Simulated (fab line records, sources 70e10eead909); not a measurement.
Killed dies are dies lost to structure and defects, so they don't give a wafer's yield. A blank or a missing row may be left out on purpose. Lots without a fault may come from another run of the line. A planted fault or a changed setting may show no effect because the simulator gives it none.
Which tool did it? | flow nand_harc | 11 lots, 33 wafers sampled, at 6 steps of a route of 1159

WHAT THE GAUGES READ, wafer by wafer
NHARC_A_M1_OVL_MEAS_10: pitch 240 nm.
lot  | measured     | on         | overlay_x_nm (nm) | overlay_y_nm (nm)
L662 | day 17 22:20 | overlay-02 | -0.6 0.3 -0.5     | 0.1 0.4 0.4
L669 | day 19 23:38 | overlay-01 | 2.2 1.5 2.0       | 0.7 1.1 0.5
L670 | day 20 00:04 | overlay-02 | -0.8 -0.4 -0.8    | -0.6 -1.0 -0.6
L672 | day 20 04:34 | overlay-01 | 10.1 10.6 10.1    | -0.5 -1.0 -0.6
L671 | day 20 09:34 | overlay-02 | 10.3 10.2 10.5    | -1.6 -0.8 -1.4
L675 | day 20 12:37 | overlay-01 | 0.5 0.6 0.4       | -0.1 -0.7 -0.5
L678 | day 21 00:40 | overlay-02 | 0.6 0.2 0.4       | 0.6 0.6 0.7
L677 | day 21 19:54 | overlay-02 | -0.1 -0.7 -0.3    | -0.1 -0.6 -0.3
L682 | day 22 10:16 | overlay-01 | 0.4 0.8 0.4       | 0.1 0.1 0.3
L685 | day 23 10:17 | overlay-01 | -0.8 -1.2 -0.7    | -0.7 -0.5 0.0
L683 | day 23 19:16 | overlay-01 | 0.5 -0.1 0.7      | 0.2 0.1 0.2

NHARC_END_SORT_01.
lot  | measured     | on        | defect_limited_yield (%) | killed_at_array | killed_at_other | killed_at_periphery | killed_dies | killed_open | killed_short | sort_bin_2_pct (%) | sort_bin_3_pct (%) | sort_bin_4_pct (%) | sort_n_pass | sort_rim_yield_pct (%) | sort_yield_pct (%)
L662 | day 19 15:27 | prober-01 | 96.5 96.3 96.8           | 24 21 18        | 0 0 0           | 0 4 4               | 24 25 22    | 3 5 2       | 2 2 0        | 1.0 0.7 0.7        | 0.15 0.15 0.15     | 2.4 2.8 2.4        | 653 652 655 | 96 94 95               | 96.5 96.3 96.8
L669 | day 21 14:20 | prober-02 | 94.2                     | 35              | 0               | 4                   | 39          | 1           | 2            | 2.2                | 0                  | 3.5                | 638         | 99                     | 94.2
L670 | day 21 16:02 | prober-01 | 96.2 95.7 95.1           | 20 23 29        | 1 1 0           | 5 5 4               | 26 29 33    | 2 5 3       | 2 2 4        | 1.2 0.9 1.8        | 0.44 0.30 0.15     | 2.2 3.1 3.0        | 651 648 644 | 93 97 98               | 96.2 95.7 95.1
L672 | day 21 22:07 | prober-02 | 94.5 93.5 95.6           | 33 39 26        | 1 0 0           | 3 5 4               | 37 44 30    | 6 5 4       | 3 1 2        | 1.8 2.8 1.8        | 0.15 0 0.44        | 3.5 3.7 2.2        | 640 633 647 | 93 95 92               | 94.5 93.5 95.6
L677 | day 23 07:19 | prober-02 | 94.8 94.8 92.8           | 28 32 48        | 2 0 0           | 5 3 1               | 35 35 49    | 2 2 5       | 0 0 5        | 1.2 1.8 1.5        | 0.30 0.44 0.59     | 3.7 3.0 5.2        | 642 642 628 | 90 89 90               | 94.8 94.8 92.8

WHICH TOOL RAN EACH LOT (tool, then ch and the chambers of the sampled wafers, then the start)
lot  | NHARC_A_M0_DEP_32               | NHARC_A_M1_EXPOSE_06               | NHARC_A_M1_ETCH_35                 | NHARC_A_M1_DEGAS_29
L662 | pecvd-03 ch 1,2, day 17 21:05   | arfi_scanner-03 ch 0, day 17 22:07 | rie_diel-09 ch 1,2,3, day 17 22:32 | pvd_sputter-02, day 17 23:30
L669 | pecvd-04 ch 0,1,2, day 19 22:32 | arfi_scanner-01 ch 0, day 19 23:25 | rie_diel-12 ch 0,2,3, day 19 23:50 | pvd_sputter-03, day 20 00:47
L670 | pecvd-03 ch 0,1,2, day 19 22:46 | arfi_scanner-03 ch 0, day 19 23:51 | rie_diel-12 ch 1,2, day 20 00:15   | pvd_sputter-03, day 20 01:12
L672 | pecvd-04 ch 0,1,2, day 20 03:14 | arfi_scanner-03 ch 0, day 20 04:20 | rie_diel-12 ch 1,3, day 20 04:46   | pvd_sputter-01, day 20 05:49
L671 | pecvd-04 ch 0,2, day 20 08:17   | arfi_scanner-03 ch 0, day 20 09:20 | rie_diel-10 ch 1,3, day 20 09:44   | pvd_sputter-01, day 20 10:40
L675 | pecvd-03 ch 0,1,2, day 20 11:18 | arfi_scanner-01 ch 0, day 20 12:23 | rie_diel-09 ch 2,3, day 20 12:48   | pvd_sputter-03, day 20 13:44
L678 | pecvd-04 ch 0,1, day 20 23:14   | arfi_scanner-01 ch 0, day 21 00:27 | rie_diel-12 ch 1,2,3, day 21 00:51 | pvd_sputter-03, day 21 01:47
L677 | pecvd-01 ch 0,1,2, day 21 18:33 | arfi_scanner-02 ch 0, day 21 19:40 | rie_diel-09 ch 1,3, day 21 20:05   | pvd_sputter-02, day 21 21:02
L682 | pecvd-01 ch 0,1,2, day 22 08:56 | arfi_scanner-01 ch 0, day 22 10:03 | rie_diel-12 ch 2,3, day 22 10:28   | pvd_sputter-02, day 22 11:23
L685 | pecvd-03 ch 0,1, day 23 09:02   | arfi_scanner-02 ch 0, day 23 10:03 | rie_diel-12 ch 0,2,3, day 23 10:30 | pvd_sputter-02, day 23 11:26
L683 | pecvd-04 ch 1,2, day 23 18:06   | arfi_scanner-02 ch 0, day 23 19:02 | rie_diel-12 ch 1,3, day 23 19:27   | pvd_sputter-02, day 23 20:23
- NHARC_A_M0_DEP_32: deposits SiCN, target thk 30 nm.
- NHARC_A_M1_EXPOSE_06: exposes mask A M1, target cd 120 nm.
- NHARC_A_M1_ETCH_35: etches the open film in N2/H2, target depth 40 nm, overetch 12 nm, time 43.94 s.
- NHARC_A_M1_DEGAS_29: time 60 s.

WHAT THE TOOLS THEMSELVES READ (means of the sampled wafers that have a number; where no wafer has one, the mark that the record gives instead)
NHARC_A_M0_DEP_32.
lot  | tool     | heater_power_w (W)
L662 | pecvd-03 | 578
L669 | pecvd-04 | 604
L670 | pecvd-03 | 567
L672 | pecvd-04 | 599
L671 | pecvd-04 | 543
L675 | pecvd-03 | 561
L678 | pecvd-04 | 708
L677 | pecvd-01 | 550
L682 | pecvd-01 | 542
L685 | pecvd-03 | 540
L683 | pecvd-04 | 656

NHARC_A_M1_EXPOSE_06.
lot  | tool            | focus_offset_nm (nm)
L662 | arfi_scanner-03 | 0.5
L669 | arfi_scanner-01 | -0.1
L670 | arfi_scanner-03 | -0.7
L672 | arfi_scanner-03 | 0.9
L671 | arfi_scanner-03 | 0.1
L675 | arfi_scanner-01 | -0.1
L678 | arfi_scanner-01 | -0.3
L677 | arfi_scanner-02 | -0.0
L682 | arfi_scanner-01 | -0.8
L685 | arfi_scanner-02 | -0.4
L683 | arfi_scanner-02 | -0.0

NHARC_A_M1_ETCH_35.
lot  | tool        | drypump_motor_current_A (A) | mfc_ar_sccm (sccm) | oes_product_au (a.u.) | rf_vpp_V (V) | showerhead_plenum_p_Torr (Torr) | throttle_valve_pct (%)
L662 | rie_diel-09 | 6.0                         | 0.026              | 1.001                 | 431.6        | 2.07                            | 14.169
L669 | rie_diel-12 | 5.8                         | 0.000              | 1.005                 | 431.4        | 2.03                            | 14.168
L670 | rie_diel-12 | 5.5                         | 0.004              | 0.999                 | 431.3        | 2.04                            | 14.165
L672 | rie_diel-12 | 6.4                         | 0.008              | 1.000                 | 432.1        | 2.08                            | 14.165
L671 | rie_diel-10 | 5.7                         | 0.010              | 0.993                 | 433.6        | 2.13                            | 14.171
L675 | rie_diel-09 | 6.2                         | 0.023              | 1.010                 | 430.5        | 2.06                            | 14.170
L678 | rie_diel-12 | 5.9                         | 0.004              | 1.003                 | 430.9        | 2.04                            | 14.170
L677 | rie_diel-09 | 5.8                         | 0.030              | 0.986                 | 431.9        | 2.08                            | 14.173
L682 | rie_diel-12 | 5.4                         | 0.000              | 1.002                 | 428.6        | 2.00                            | 14.174
L685 | rie_diel-12 | 5.7                         | 0.000              | 1.003                 | 430.0        | 2.03                            | 14.173
L683 | rie_diel-12 | 6.4                         | 0.008              | 0.995                 | 431.3        | 2.08                            | 14.176

NHARC_A_M1_DEGAS_29.
lot  | tool           | heater_power_w (W)
L662 | pvd_sputter-02 | 343
L669 | pvd_sputter-03 | 368
L670 | pvd_sputter-03 | 338
L672 | pvd_sputter-01 | 346
L671 | pvd_sputter-01 | 341
L675 | pvd_sputter-03 | 367
L678 | pvd_sputter-03 | 360
L677 | pvd_sputter-02 | 330
L682 | pvd_sputter-02 | 331
L685 | pvd_sputter-02 | 323
L683 | pvd_sputter-02 | 310

THE ANSWER, worked out from the rows above alone
Rule: what is usual is taken from the lots themselves. Put in order of their means at a reading, lots are off if they are a third of the lots or fewer, leave a main group of 4 or more, and stand apart from it by a gap of 3 or more times the standard deviation of the main group's means; of several such gaps the widest counts. A main group whose means are all the same, to the digits that the tables above print for the reading, isn't used. A lot without any number at a reading at which 4 lots or more have one is off too. The other lots that the step has rows for count as sound. The gauges are gone through in route order, then the tools' own readings, and for those a lot's mean is taken as printed above. The first step at which some lot is off is used, and at that step the reading that is off furthest; a lot without a number counts as furthest.
Off: L672, L671, at NHARC_A_M1_OVL_MEAS_10 (overlay_x_nm). The main group: mean 0.2 nm, standard deviation 0.79.
A tool fits if, at a process step before that reading, it ran every lot that is off, and no sound lot after the first of them. The gauges at NHARC_A_M1_OVL_MEAS_10 are tried like those tools. One fits: arfi_scanner-03 at NHARC_A_M1_EXPOSE_06. Its last sound lot is L670 (day 19 23:51), its first lot that is off L672 (day 20 04:20): a fault that began between those two fits.

WHAT THE SIMULATOR HAD PUT IN
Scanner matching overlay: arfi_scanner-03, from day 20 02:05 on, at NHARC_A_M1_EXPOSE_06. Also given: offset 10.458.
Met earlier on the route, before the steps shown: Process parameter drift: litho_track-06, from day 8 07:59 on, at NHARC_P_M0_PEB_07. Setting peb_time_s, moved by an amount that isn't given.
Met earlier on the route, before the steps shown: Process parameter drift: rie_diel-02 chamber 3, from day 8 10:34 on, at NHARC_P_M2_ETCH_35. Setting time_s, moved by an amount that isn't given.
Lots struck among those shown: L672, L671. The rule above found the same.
